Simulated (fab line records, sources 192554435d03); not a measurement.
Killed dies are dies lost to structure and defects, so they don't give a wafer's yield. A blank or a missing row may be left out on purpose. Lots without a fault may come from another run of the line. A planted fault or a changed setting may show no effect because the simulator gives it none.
Which tool did it? | flow n5_finfet | 24 lots, 72 wafers sampled, at 6 steps of a route of 1938

WHAT THE GAUGES READ, wafer by wafer
N5_BEOL_M12_THK_MEAS_50: measures by xrf.
lot  | measured     | on            | M12_THK (nm)
L074 | day 14 03:04 | film_metro-02 | 310 310 311
L077 | day 14 19:59 | film_metro-02 | 312 309 313
L075 | day 14 23:47 | film_metro-02 | 327 324 324
L076 | day 15 05:52 | film_metro-01 | 313 327 315
L078 | day 15 12:10 | film_metro-01 | 320 312 315
L080 | day 15 23:03 | film_metro-01 | 326 329 320
L082 | day 16 02:43 | film_metro-02 | 331 318 330
L079 | day 16 15:26 | film_metro-01 | 315 318 318
L086 | day 17 06:57 | film_metro-02 | 325 326 333
L081 | day 17 13:12 | film_metro-01 | 334 312 318
L083 | day 17 18:11 | film_metro-01 | 320 327 327
L084 | day 17 18:21 | film_metro-02 | 322 325 330
L090 | day 18 03:47 | film_metro-02 | 329 317 325
L085 | day 18 04:23 | film_metro-02 | 327 309 334
L089 | day 18 19:13 | film_metro-02 | 325 331 320
L087 | day 18 22:44 | film_metro-01 | 333 314 315
L088 | day 18 23:11 | film_metro-01 | 308 329 317
L091 | day 19 03:13 | film_metro-02 | 322 312 315
L096 | day 19 14:23 | film_metro-02 | 313 333 317
L092 | day 19 17:47 | film_metro-01 | 334 324 321
L094 | day 19 17:48 | film_metro-02 | 330 317 309
L093 | day 20 03:31 | film_metro-02 | 310 326 310
L095 | day 20 03:57 | film_metro-01 | 318 325 322
L097 | day 20 11:02 | film_metro-02 | 315 325 321

N5_BEOL_M12_INSPECT_55: inspects for defects (darkfield).
lot  | measured     | on                | raw_defect_count
L074 | day 14 03:13 | defect_inspect-01 | 40 30 51
L077 | day 14 20:08 | defect_inspect-02 | 109 60 47
L075 | day 14 23:56 | defect_inspect-01 | 142 109 89
L076 | day 15 06:02 | defect_inspect-02 | 55 73 76
L078 | day 15 12:19 | defect_inspect-01 | 108 89 96
L080 | day 15 23:12 | defect_inspect-01 | 81 56 77
L082 | day 16 02:52 | defect_inspect-02 | 89 72 131
L079 | day 16 15:35 | defect_inspect-01 | 58 106 80
L086 | day 17 07:08 | defect_inspect-02 | 64 44 34
L081 | day 17 13:22 | defect_inspect-02 | 75 67 138
L083 | day 17 18:20 | defect_inspect-02 | 62 63 55
L084 | day 17 18:37 | defect_inspect-02 | 43 85 104
L090 | day 18 03:56 | defect_inspect-02 | 95 65 89
L085 | day 18 04:33 | defect_inspect-01 | 80 40 37
L089 | day 18 19:22 | defect_inspect-01 | 75 67 147
L087 | day 18 22:55 | defect_inspect-02 | 66 53 56
L088 | day 18 23:22 | defect_inspect-01 | 62 70 44
L091 | day 19 03:24 | defect_inspect-01 | 126 77 112
L096 | day 19 14:32 | defect_inspect-02 | 47 39 40
L092 | day 19 17:56 | defect_inspect-01 | 81 88 86
L094 | day 19 17:59 | defect_inspect-02 | 72 79 57
L093 | day 20 03:40 | defect_inspect-02 | 48 55 52
L095 | day 20 04:06 | defect_inspect-02 | 84 61 81
L097 | day 20 11:11 | defect_inspect-02 | 79 64 66

N5_BEOL_M13_INSPECT_12: inspects for defects (macro).
lot  | measured     | on                | raw_defect_count
L074 | day 14 03:53 | defect_inspect-01 | 1 1 0
L077 | day 14 20:40 | defect_inspect-02 | 2 0 0
L075 | day 15 01:31 | defect_inspect-01 | 0 3 3
L076 | day 15 06:39 | defect_inspect-02 | 2 0 3
L078 | day 15 13:00 | defect_inspect-02 | 2 1 1
L080 | day 15 23:53 | defect_inspect-02 | 1 3 2
L082 | day 16 03:32 | defect_inspect-02 | 1 1 2
L079 | day 16 16:08 | defect_inspect-02 | 1 3 1
L086 | day 17 07:41 | defect_inspect-01 | 1 2 3
L081 | day 17 14:02 | defect_inspect-01 | 0 4 5
L083 | day 17 19:00 | defect_inspect-02 | 3 2 1
L084 | day 17 19:09 | defect_inspect-01 | 1 2 1
L090 | day 18 04:36 | defect_inspect-02 | 1 1 2
L085 | day 18 05:13 | defect_inspect-02 | 1 0 1
L089 | day 18 20:03 | defect_inspect-02 | 1 3 3
L087 | day 18 23:31 | defect_inspect-01 | 0 2 0
L088 | day 18 23:59 | defect_inspect-02 | 1 1 4
L091 | day 19 04:01 | defect_inspect-02 | 0 3 1
L096 | day 19 15:05 | defect_inspect-02 | 1 2 3
L092 | day 19 18:29 | defect_inspect-01 | 0 1 2
L094 | day 19 18:40 | defect_inspect-01 | 0 1 0
L093 | day 20 04:22 | defect_inspect-02 | 1 2 1
L095 | day 20 04:46 | defect_inspect-01 | 3 2 4
L097 | day 20 11:44 | defect_inspect-01 | 1 1 1

N5_BEOL_M13_INSPECT_55: inspects for defects (darkfield).
lot  | measured     | on                | raw_defect_count
L074 | day 14 14:08 | defect_inspect-02 | 55 72 107
L077 | day 15 03:38 | defect_inspect-02 | 49 56 57
L075 | day 15 06:34 | defect_inspect-02 | 121 151 62
L076 | day 15 11:58 | defect_inspect-02 | 143 123 89
L078 | day 15 19:04 | defect_inspect-02 | 86 95 90
L080 | day 16 03:19 | defect_inspect-02 | 40 61 49
L082 | day 16 15:44 | defect_inspect-01 | 75 71 59
L079 | day 16 22:08 | defect_inspect-02 | 91 55 106
L086 | day 17 13:41 | defect_inspect-01 | 60 74 33
L081 | day 17 18:36 | defect_inspect-01 | 70 97 37
L083 | day 17 23:49 | defect_inspect-02 | 76 52 25
L084 | day 18 00:05 | defect_inspect-01 | 98 115 86
L090 | day 18 11:57 | defect_inspect-01 | 57 90 83
L085 | day 18 12:13 | defect_inspect-01 | 44 86 104
L089 | day 19 04:26 | defect_inspect-02 | 50 45 79
L087 | day 19 06:07 | defect_inspect-01 | 65 74 109
L088 | day 19 06:41 | defect_inspect-01 | 53 78 77
L091 | day 19 12:08 | defect_inspect-02 | 42 62 40
L096 | day 19 20:44 | defect_inspect-01 | 87 74 88
L092 | day 20 01:01 | defect_inspect-02 | 70 64 73
L094 | day 20 02:59 | defect_inspect-02 | 67 85 97
L093 | day 20 08:34 | defect_inspect-01 | 99 55 56
L095 | day 20 08:52 | defect_inspect-01 | 93 51 57
L097 | day 20 19:32 | defect_inspect-02 | 54 74 49

WHICH TOOL RAN EACH LOT (tool, then ch and the chambers of the sampled wafers, then the start)
lot  | N5_BEOL_M12_VIA_ETCH_16            | N5_BEOL_M12_PRE_CLEAN_42
L074 | rie_diel-03 ch 1,2,3, day 13 22:17 | pvd_sputter-03, day 14 01:46
L077 | rie_diel-01 ch 0,1,3, day 14 13:18 | pvd_sputter-03, day 14 18:50
L075 | rie_diel-01 ch 0,1,2, day 14 19:43 | pvd_sputter-03, day 14 22:34
L076 | rie_diel-01 ch 2,3, day 14 23:34   | pvd_sputter-01, day 15 04:47
L078 | rie_diel-01 ch 0,1, day 15 07:40   | pvd_sputter-03, day 15 11:07
L080 | rie_diel-04 ch 0,2, day 15 19:48   | pvd_sputter-01, day 15 21:49
L082 | rie_diel-01 ch 0,3, day 15 23:56   | pvd_sputter-03, day 16 01:39
L079 | rie_diel-03 ch 1,2,3, day 16 05:13 | pvd_sputter-01, day 16 14:23
L086 | rie_diel-01 ch 1,2,3, day 17 03:23 | pvd_sputter-01, day 17 05:43
L081 | rie_diel-03 ch 0,1, day 17 08:43   | pvd_sputter-02, day 17 12:08
L083 | rie_diel-01 ch 1,2, day 17 11:30   | pvd_sputter-03, day 17 17:07
L084 | rie_diel-03 ch 0,1,3, day 17 13:55 | pvd_sputter-01, day 17 17:17
L090 | rie_diel-01 ch 0,1,2, day 17 23:07 | pvd_sputter-03, day 18 02:43
L085 | rie_diel-01 ch 0,1,2, day 17 23:25 | pvd_sputter-01, day 18 03:19
L089 | rie_diel-03 ch 0,3, day 18 12:04   | pvd_sputter-01, day 18 17:59
L087 | rie_diel-01 ch 0,1,3, day 18 18:59 | pvd_sputter-02, day 18 20:58
L088 | rie_diel-01 ch 0,1,3, day 18 19:23 | pvd_sputter-02, day 18 21:20
L091 | rie_diel-03 ch 0,1,2, day 18 22:16 | pvd_sputter-01, day 19 02:08
L096 | rie_diel-03 ch 1,2, day 19 04:19   | pvd_sputter-03, day 19 12:52
L092 | rie_diel-01 ch 0,1,3, day 19 04:48 | pvd_sputter-02, day 19 16:28
L094 | rie_diel-03 ch 1,2,3, day 19 05:52 | pvd_sputter-01, day 19 16:29
L093 | rie_diel-04 ch 1,2, day 19 23:17   | pvd_sputter-01, day 20 02:28
L095 | rie_diel-01 ch 2,3, day 20 00:23   | pvd_sputter-03, day 20 02:53
L097 | rie_diel-04 ch 0,1, day 20 07:47   | pvd_sputter-02, day 20 09:58
- N5_BEOL_M12_VIA_ETCH_16: etches SiOC in C4F8/O2/Ar, target depth 724.8 nm.
- N5_BEOL_M12_PRE_CLEAN_42: time 30 s.

WHAT THE TOOLS THEMSELVES READ (means of the sampled wafers that have a number; where no wafer has one, the mark that the record gives instead)
N5_BEOL_M12_VIA_ETCH_16.
lot  | tool        | drypump_motor_current_A (A) | he_outer_torr (Torr) | oes_product_au (a.u.) | rf_vpp_V (V) | showerhead_plenum_p_Torr (Torr) | throttle_valve_pct (%)
L074 | rie_diel-03 | 5.82                        | 29.98                | 0.66                  | 662.9        | 3.36                            | 24.3
L077 | rie_diel-01 | 5.71                        | 29.96                | 0.74                  | 664.7        | 3.40                            | 24.1
L075 | rie_diel-01 | 5.64                        | 30.01                | 0.69                  | 665.8        | 3.42                            | 24.4
L076 | rie_diel-01 | 5.71                        | 30.01                | 0.70                  | 664.7        | 3.37                            | 24.4
L078 | rie_diel-01 | 5.61                        | 29.99                | 0.70                  | 665.8        | 3.47                            | 24.3
L080 | rie_diel-04 | 5.57                        | 29.93                | 0.79                  | 665.9        | 3.42                            | 24.1
L082 | rie_diel-01 | 5.82                        | 30.04                | 0.75                  | 662.4        | 3.31                            | 23.9
L079 | rie_diel-03 | 5.79                        | 29.94                | 0.65                  | 664.1        | 3.35                            | 24.4
L086 | rie_diel-01 | 5.70                        | 30.09                | 0.70                  | 666.2        | 3.42                            | 24.3
L081 | rie_diel-03 | 5.70                        | 30.01                | 0.71                  | 661.4        | 3.29                            | 24.3
L083 | rie_diel-01 | 5.62                        | 30.00                | 0.65                  | 666.3        | 3.44                            | 24.6
L084 | rie_diel-03 | 5.66                        | 30.00                | 0.70                  | 662.3        | 3.29                            | 24.2
L090 | rie_diel-01 | 5.63                        | 30.00                | 0.67                  | 665.1        | 3.41                            | 24.5
L085 | rie_diel-01 | 5.65                        | 29.99                | 0.66                  | 665.2        | 3.40                            | 24.5
L089 | rie_diel-03 | 5.64                        | 29.93                | 0.69                  | 661.5        | 3.29                            | 24.2
L087 | rie_diel-01 | 5.74                        | 29.94                | 0.71                  | 664.5        | 3.38                            | 24.2
L088 | rie_diel-01 | 5.74                        | 30.04                | 0.71                  | 664.4        | 3.38                            | 24.2
L091 | rie_diel-03 | 5.76                        | 30.01                | 0.76                  | 664.6        | 3.36                            | 24.1
L096 | rie_diel-03 | 5.85                        | 29.97                | 0.71                  | 663.4        | 3.33                            | 24.4
L092 | rie_diel-01 | 5.73                        | 30.00                | 0.70                  | 664.5        | 3.38                            | 24.2
L094 | rie_diel-03 | 5.81                        | 30.02                | 0.71                  | 662.8        | 3.33                            | 24.3
L093 | rie_diel-04 | 5.57                        | 29.91                | 0.75                  | 665.0        | 3.40                            | 24.0
L095 | rie_diel-01 | 5.73                        | 29.98                | 0.84                  | 663.0        | 3.35                            | 24.2
L097 | rie_diel-04 | 5.92                        | 29.91                | 0.72                  | 662.8        | 3.28                            | 24.0

N5_BEOL_M12_PRE_CLEAN_42.
lot  | tool           | heater_power_w (W)
L074 | pvd_sputter-03 | 315
L077 | pvd_sputter-03 | 308
L075 | pvd_sputter-03 | 297
L076 | pvd_sputter-01 | 321
L078 | pvd_sputter-03 | 314
L080 | pvd_sputter-01 | 342
L082 | pvd_sputter-03 | 301
L079 | pvd_sputter-01 | 345
L086 | pvd_sputter-01 | 319
L081 | pvd_sputter-02 | 285
L083 | pvd_sputter-03 | 324
L084 | pvd_sputter-01 | 307
L090 | pvd_sputter-03 | 300
L085 | pvd_sputter-01 | 327
L089 | pvd_sputter-01 | 321
L087 | pvd_sputter-02 | 293
L088 | pvd_sputter-02 | 293
L091 | pvd_sputter-01 | 308
L096 | pvd_sputter-03 | 322
L092 | pvd_sputter-02 | 319
L094 | pvd_sputter-01 | 317
L093 | pvd_sputter-01 | 327
L095 | pvd_sputter-03 | 294
L097 | pvd_sputter-02 | 309

THE ANSWER, worked out from the rows above alone
Rule: what is usual is taken from the lots themselves. Put in order of their means at a reading, lots are off if they are a third of the lots or fewer, leave a main group of 4 or more, and stand apart from it by a gap of 3 or more times the standard deviation of the main group's means; of several such gaps the widest counts. A main group whose means are all the same, to the digits that the tables above print for the reading, isn't used. A lot without any number at a reading at which 4 lots or more have one is off too. The other lots that the step has rows for count as sound. The gauges are gone through in route order, then the tools' own readings, and for those a lot's mean is taken as printed above. The first step at which some lot is off is used, and at that step the reading that is off furthest; a lot without a number counts as furthest.
No lot is off at any reading shown: from this, nothing can be told.

WHAT THE SIMULATOR HAD PUT IN
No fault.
